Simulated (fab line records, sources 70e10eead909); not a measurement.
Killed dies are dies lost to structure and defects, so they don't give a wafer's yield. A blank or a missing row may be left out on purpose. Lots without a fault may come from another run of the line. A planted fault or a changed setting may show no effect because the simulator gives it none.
Chamber matching | flow nand_harc | NHARC_A_STAIRCASE_DESCUM_219 on rie_diel-06: 4 sister chambers
The step chemistry O2, time 3 s. 4 wafers are shown with their chamber, then 9 later ones without.

WAFERS WITH THEIR CHAMBER
wafer  | chamber | showerhead_plenum_p_Torr (Torr)
L082.2 | 0       | 1.83
L086.5 | 1       | 1.76
L085.3 | 2       | 1.92
L085.5 | 3       | 1.90

WAFERS WITHOUT THEIR CHAMBER
wafer  | showerhead_plenum_p_Torr (Torr)
L088.1 | 1.91
L088.3 | 1.83
L088.6 | 2.08
L096.2 | 1.82
L096.3 | 1.89
L096.4 | 1.91
L095.2 | 2.07
L095.4 | 1.91
L095.5 | 1.82

WHICH CHAMBER EACH WENT THROUGH
wafer  | from the rows above               | in truth
L088.1 | can't be placed: 2 or 3 or 0 or 1 | 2
L088.3 | can't be placed: 0 or 3 or 1 or 2 | 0
L088.6 | can't be placed: 2 or 3 or 0      | 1
L096.2 | can't be placed: 0 or 1 or 3 or 2 | 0
L096.3 | can't be placed: 3 or 2 or 0 or 1 | 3
L096.4 | can't be placed: 2 or 3 or 0 or 1 | 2
L095.2 | can't be placed: 2 or 3 or 0      | 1
L095.4 | can't be placed: 2 or 3 or 0 or 1 | 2
L095.5 | can't be placed: 0 or 1 or 3 or 2 | 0
Placed correctly: 0 of 9. Can't be placed from these rows: 9 (the true chamber is among the candidates in 7). Placed wrongly: 0.
How it was worked out, from the rows above alone: a wafer's distance from a chamber is the root of the sum, over the readings, of the square of ((its reading less the chamber's mean) divided by the reading's scatter). The wafer belongs to the nearest chamber; if the next one is less than 2 further off, it can't be placed. A chamber's mean is the mean of its shown wafers. The scatter: with one shown wafer a chamber, the root of the mean of the squares of how far each hidden wafer lies from its nearest shown one.
